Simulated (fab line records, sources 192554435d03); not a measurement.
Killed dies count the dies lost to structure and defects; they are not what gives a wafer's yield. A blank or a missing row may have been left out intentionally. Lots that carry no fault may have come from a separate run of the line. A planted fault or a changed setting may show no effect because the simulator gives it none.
The same fault as seen by 2 desks + flow n5_finfet + only its own numbers are on each desk; what lay behind them is given at the end

== FOR THE TOOL OWNER'S DESK: litho_track-03 ==
The tool's own readings at N5_BEOL_M2_COAT_62 (time 60 s, resist thk 12 nm): means of the sampled wafers that have a number, for each lot that ran on this tool. Marked OUT: a lot whose mean sits more than 4 standard deviations from the usual mean, which makes it out of limits; the brackets give that distance.
Columns: A = dispense_pressure_kPa at N5_BEOL_M2_COAT_62, usual 54.7 kPa; B = spin_speed_rpm at N5_BEOL_M2_COAT_62, usual 1500.0 rpm
| lot  | first seen here | A    | B                        |
|------|-----------------|------|--------------------------|
| L688 | day 7 08:45     | 56.0 | 1499.9                   |
| L690 | day 8 09:02     | 56.0 | 1258.3 (-99 or more) OUT |
| L692 | day 8 13:55     | 56.0 | 1258.4 (-99 or more) OUT |
| L703 | day 11 05:08    | 56.0 | 1499.6                   |
| L705 | day 11 15:44    | 56.0 | 1499.7                   |
| L706 | day 11 23:27    | 56.0 | 1501.0                   |
This desk finds L690, L692 out of limits, L690 being first, at day 8 09:02 (spin_speed_rpm at N5_BEOL_M2_COAT_62). L688, L703, L705, L706 stayed within limits.

== THE METROLOGY DESK ==
What the gauges read for every lot (on any tool): the sampled wafers with a number, averaged. Marked OUT: a lot whose mean sits more than 4 standard deviations from the usual mean, which makes it out of limits; the brackets give that distance. 7 of its 10 readings are shown, namely those furthest out on some lot.
Columns: A = DIBL_N at N5_BEOL_M4_RC_MEAS_101, usual 35.9 mV/V; B = IOFF_N at N5_BEOL_M4_RC_MEAS_101, usual 0.152 nA/um; C = IOFF_P at N5_BEOL_M4_RC_MEAS_101, usual 0.204 nA/um; D = ION_P at N5_BEOL_M4_RC_MEAS_101, usual 462 uA/um; E = SS_P at N5_BEOL_M4_RC_MEAS_101, usual 73.2 mV/dec; F = VT_N at N5_BEOL_M4_RC_MEAS_101, usual 250.3 mV; G = VT_P at N5_BEOL_M4_RC_MEAS_101, usual -250.6 mV
| lot  | first seen here | A    | B     | C     | D   | E    | F     | G      |
|------|-----------------|------|-------|-------|-----|------|-------|--------|
| L688 | day 9 21:12     | 36.4 | 0.140 | 0.183 | 459 | 73.0 | 252.7 | -252.6 |
| L690 | day 10 14:52    | 36.6 | 0.151 | 0.220 | 458 | 73.4 | 251.4 | -250.0 |
| L692 | day 10 22:23    | 36.8 | 0.173 | 0.222 | 468 | 73.4 | 246.4 | -248.9 |
| L693 | day 12 03:04    | 35.5 | 0.135 | 0.198 | 459 | 73.1 | 249.9 | -248.8 |
| L704 | day 13 17:28    | 35.9 | 0.158 | 0.182 | 454 | 73.3 | 249.6 | -254.8 |
| L703 | day 13 17:34    | 36.2 | 0.169 | 0.225 | 469 | 72.8 | 246.8 | -248.2 |
| L705 | day 14 01:35    | 35.1 | 0.133 | 0.171 | 455 | 73.3 | 253.8 | -255.0 |
| L706 | day 14 19:56    | 39.0 | 0.194 | 0.253 | 461 | 74.3 | 248.7 | -248.9 |
| L707 | day 14 22:47    | 35.5 | 0.137 | 0.225 | 471 | 73.0 | 251.2 | -246.5 |
This desk's finding: nothing out of limits on any of the 9 lots.

== PUT TOGETHER ==
At day 8 09:02, on L690, L692, the tool owner's desk was in a position to raise an alarm.
Metrology desk: nothing out of limits seen.
The metrology desk has L690, L692 on record, within its limits.
Every lot named ran N5_BEOL_M2_COAT_62 on litho_track-03.

== WHAT THE SIMULATOR PUT IN ==
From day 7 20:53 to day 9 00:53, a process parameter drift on litho_track-03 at N5_BEOL_M2_COAT_62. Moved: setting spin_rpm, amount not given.
Shown lots that were struck: L690, L692.
Each desk's first reading out of limits, in hours after the fault started: the tool owner's desk, 12.
